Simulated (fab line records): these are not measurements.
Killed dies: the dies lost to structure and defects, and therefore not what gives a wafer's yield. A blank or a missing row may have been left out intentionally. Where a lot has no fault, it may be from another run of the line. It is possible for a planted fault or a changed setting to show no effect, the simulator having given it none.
Split-lot study || flow n5-finfet || on a route of 1938 steps: 7 lots, 21 wafers read

== THE SPLIT ==
At N5_BEOL_M13_EXPOSE_25 (exposes mask M13, target cd 210 nm), the setting dose-mj was moved away from the recipe's 22 on 7 of the 21 wafers read, by -6.7% to +6.2%. This setting was run at the recipe's value on the other wafers.

== FROM THE SPLIT TO THE READING: what the file shows between them, 3 steps ==
- N5_BEOL_M13_PEB_26: peb time 90 s
- N5_BEOL_M13_DEVELOP_27: develop time 45 s
- N5_BEOL_M13_HARDBAKE_32: time 120 s

== THE READING ==
Shown in nm: cd-nm at N5_BEOL_M13_CD_MEAS_28, with target cd 209.5 nm. Typical for fault-free wafers on this fab line: 210.4 nm, with standard deviation 0.83 nm.

{"wafer": "L076.3", "tool, chamber at the split": "krf-scanner-02, 0", "dose-mj as run": 22, "against the recipe": "recipe", "cd-nm, nm": 209.2, "against lot-mates on the recipe": "-"}
{"wafer": "L076.5", "tool, chamber at the split": "krf-scanner-02, 0", "dose-mj as run": 22, "against the recipe": "recipe", "cd-nm, nm": 211.2, "against lot-mates on the recipe": "-"}
{"wafer": "L076.6", "tool, chamber at the split": "krf-scanner-02, 0", "dose-mj as run": 20.52, "against the recipe": "-6.7%", "cd-nm, nm": 202.5, "against lot-mates on the recipe": -7.7}
{"wafer": "L077.1", "tool, chamber at the split": "krf-scanner-01, 0", "dose-mj as run": 22, "against the recipe": "recipe", "cd-nm, nm": 210.9, "against lot-mates on the recipe": "-"}
{"wafer": "L077.3", "tool, chamber at the split": "krf-scanner-01, 0", "dose-mj as run": 22, "against the recipe": "recipe", "cd-nm, nm": 210.2, "against lot-mates on the recipe": "-"}
{"wafer": "L077.4", "tool, chamber at the split": "krf-scanner-01, 0", "dose-mj as run": 22, "against the recipe": "recipe", "cd-nm, nm": 210.6, "against lot-mates on the recipe": "-"}
{"wafer": "L079.2", "tool, chamber at the split": "krf-scanner-02, 0", "dose-mj as run": 22, "against the recipe": "recipe", "cd-nm, nm": 211.3, "against lot-mates on the recipe": "-"}
{"wafer": "L079.4", "tool, chamber at the split": "krf-scanner-02, 0", "dose-mj as run": 23.32, "against the recipe": "+6.0%", "cd-nm, nm": 217.6, "against lot-mates on the recipe": "+6.3"}
{"wafer": "L079.6", "tool, chamber at the split": "krf-scanner-02, 0", "dose-mj as run": 23.32, "against the recipe": "+6.0%", "cd-nm, nm": 216.3, "against lot-mates on the recipe": "+5.0"}
{"wafer": "L080.3", "tool, chamber at the split": "krf-scanner-01, 0", "dose-mj as run": 22, "against the recipe": "recipe", "cd-nm, nm": 210.1, "against lot-mates on the recipe": "-"}
{"wafer": "L080.4", "tool, chamber at the split": "krf-scanner-01, 0", "dose-mj as run": 22, "against the recipe": "recipe", "cd-nm, nm": 209.6, "against lot-mates on the recipe": "-"}
{"wafer": "L080.6", "tool, chamber at the split": "krf-scanner-01, 0", "dose-mj as run": 21.55, "against the recipe": "-2.0%", "cd-nm, nm": 208.1, "against lot-mates on the recipe": -1.8}
{"wafer": "L083.3", "tool, chamber at the split": "krf-scanner-01, 0", "dose-mj as run": 22, "against the recipe": "recipe", "cd-nm, nm": 209.3, "against lot-mates on the recipe": "-"}
{"wafer": "L083.4", "tool, chamber at the split": "krf-scanner-01, 0", "dose-mj as run": 22, "against the recipe": "recipe", "cd-nm, nm": 209.3, "against lot-mates on the recipe": "-"}
{"wafer": "L083.5", "tool, chamber at the split": "krf-scanner-01, 0", "dose-mj as run": 22, "against the recipe": "recipe", "cd-nm, nm": 209.1, "against lot-mates on the recipe": "-"}
{"wafer": "L092.1", "tool, chamber at the split": "krf-scanner-02, 0", "dose-mj as run": 22.57, "against the recipe": "+2.6%", "cd-nm, nm": 213.9, "against lot-mates on the recipe": "+3.6"}
{"wafer": "L092.4", "tool, chamber at the split": "krf-scanner-02, 0", "dose-mj as run": 22.57, "against the recipe": "+2.6%", "cd-nm, nm": 213.5, "against lot-mates on the recipe": "+3.2"}
{"wafer": "L092.5", "tool, chamber at the split": "krf-scanner-02, 0", "dose-mj as run": 22, "against the recipe": "recipe", "cd-nm, nm": 210.3, "against lot-mates on the recipe": "-"}
{"wafer": "L097.4", "tool, chamber at the split": "krf-scanner-01, 0", "dose-mj as run": 22, "against the recipe": "recipe", "cd-nm, nm": 211.2, "against lot-mates on the recipe": "-"}
{"wafer": "L097.5", "tool, chamber at the split": "krf-scanner-01, 0", "dose-mj as run": 22, "against the recipe": "recipe", "cd-nm, nm": 211.1, "against lot-mates on the recipe": "-"}
{"wafer": "L097.6", "tool, chamber at the split": "krf-scanner-01, 0", "dose-mj as run": 23.37, "against the recipe": "+6.2%", "cd-nm, nm": 216.5, "against lot-mates on the recipe": "+5.4"}

THE FIT
A straight line over all 21 wafers: cd-nm changes by +1.11 nm for each +1% of dose-mj; r = +0.97; the points scatter about the line by 0.76 nm.
The same after taking each lot's own level away (the mean of its wafers on the recipe; 21 wafers): +1.01 nm for each +1%; r = +0.98; scatter 0.59 nm.
That fit puts the effect of the largest move of dose-mj on the reading at 6.8 nm.
Across the lots, their own levels run from 209.23 to 211.30 nm, a range of 2.5 times the standard deviation given above.
Thus the slope moves with the lot-to-lot level: the two fits are different.
Check: for one of the wafers moved furthest among these (-6.7%), held out of the fit, the line's prediction against its lot-mates is -6.24 nm. It came out at -7.7 nm against them.

== THE WHOLE CHAIN: every reading that the file lists as answering this split, in the file's order ==
{"step": "N5_BEOL_M13_CD_MEAS_28", "what it does": "target cd 209.5 nm", "reading": "cd-nm", "change (the file's fit)": "+1 nm for each +1% of the setting", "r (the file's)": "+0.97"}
{"step": "N5_BEOL_M13_DESCUM_33", "what it does": "chemistry O2, time 7.9 s", "reading": "BEOL_M13.cd-nm (the simulator's own value, which no gauge read)", "change (the file's fit)": "+0.996 nm for each +1% of the setting", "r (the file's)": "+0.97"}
{"step": "N5_BEOL_M13_ETCH_38", "what it does": "etches SiCN in CF4/N2, target depth 67.5 nm, time 71.9 s", "reading": "BEOL_M13.cd-nm (the simulator's own value, which no gauge read)", "change (the file's fit)": "+1.06 nm for each +1% of the setting", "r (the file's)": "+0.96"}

== THE FILE'S OWN FIT ==
cd-nm changes by +1 nm for each +1% of dose-mj, r = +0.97.
